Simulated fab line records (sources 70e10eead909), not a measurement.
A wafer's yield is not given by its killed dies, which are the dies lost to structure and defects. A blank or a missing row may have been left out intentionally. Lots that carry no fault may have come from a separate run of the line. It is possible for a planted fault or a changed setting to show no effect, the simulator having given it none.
Which of the tools did it? + flow nandHarc + Sampling: 6 lots, 18 wafers, 5 of 1302 route steps

== WHAT THE GAUGES READ, wafer by wafer ==
NHARC_END_SORT_01.
| lot  | measured     | on        | killedAtArray |
|------|--------------|-----------|---------------|
| L816 | day 31 06:31 | prober-02 | 671 670 673   |
| L819 | day 31 17:59 | prober-02 | 677 674 675   |

== WHAT TOOL EACH LOT RAN ON (gives the tool, then ch and the chambers of the sampled wafers, and finally the start) ==
| lot  | NHARC_A_CONTACT_DESCUM_13         | NHARC_A_CONTACT_ETCH_134           | NHARC_A_CONTACT_ETCH_138           | NHARC_A_CONTACT_ETCH_139           |
|------|-----------------------------------|------------------------------------|------------------------------------|------------------------------------|
| L805 | rieDiel-13 ch 0,3, day 24 01:56   | harCapEtch-01 ch 0,1, day 24 03:28 | harCapEtch-01 ch 0,1, day 24 04:29 | harCapEtch-01 ch 0,1, day 24 04:45 |
| L807 | rieDiel-13 ch 0,1, day 25 19:02   | harCapEtch-03 ch 0,1, day 25 20:11 | harCapEtch-03 ch 0,1, day 25 21:13 | harCapEtch-03 ch 0,1, day 25 21:29 |
| L816 | rieDiel-11 ch 1,2,3, day 28 22:58 | harCapEtch-02 ch 0,1, day 29 00:08 | harCapEtch-02 ch 0,1, day 29 01:11 | harCapEtch-02 ch 0,1, day 29 01:27 |
| L819 | rieDiel-11 ch 0,1, day 29 15:19   | harCapEtch-03 ch 0,1, day 29 16:28 | harCapEtch-03 ch 0,1, day 29 17:29 | harCapEtch-03 ch 0,1, day 29 17:46 |
| L820 | rieDiel-10 ch 0,1,2, day 30 07:10 | harCapEtch-02 ch 0, day 30 09:02   | harCapEtch-02 ch 0, day 30 10:04   | harCapEtch-02 ch 0, day 30 10:20   |
| L822 | rieDiel-13 ch 0,1,2, day 31 10:01 | harCapEtch-01 ch 1, day 31 11:13   | harCapEtch-01 ch 1, day 31 12:14   | harCapEtch-01 ch 1, day 31 12:31   |
- NHARC_A_CONTACT_DESCUM_13: chemistry O2, time 3 s.
- NHARC_A_CONTACT_ETCH_134: etches the open film in C4F8/O2/Ar, time 140 s, target depth 700 nm.
- NHARC_A_CONTACT_ETCH_138: etches the open film in C4F8/O2/Ar, time 311 s, target depth 1914 nm.
- NHARC_A_CONTACT_ETCH_139: etches the open film in C4F8/O2/Ar, time 195 s, target depth 840 nm.

== THE ANSWER, worked out from the rows above alone ==
Rule: the lots themselves supply what counts as usual. Put in order of their means at a reading, lots are off if they are a third of the lots or fewer, leave a main group of 4 or more, and stand apart from it by a gap of 3 or more times the standard deviation of the main group's means; of several such gaps the widest counts. If all means in a main group match to the digits the tables above print for the reading, that group is not used. Also off: a lot with no number at a reading for which 4 or more lots have one. Where the step has rows for the other lots, those lots are counted as sound.
No lot is off on any of the readings shown, so nothing can be concluded from this.

== WHAT WAS PUT IN BY THE SIMULATOR ==
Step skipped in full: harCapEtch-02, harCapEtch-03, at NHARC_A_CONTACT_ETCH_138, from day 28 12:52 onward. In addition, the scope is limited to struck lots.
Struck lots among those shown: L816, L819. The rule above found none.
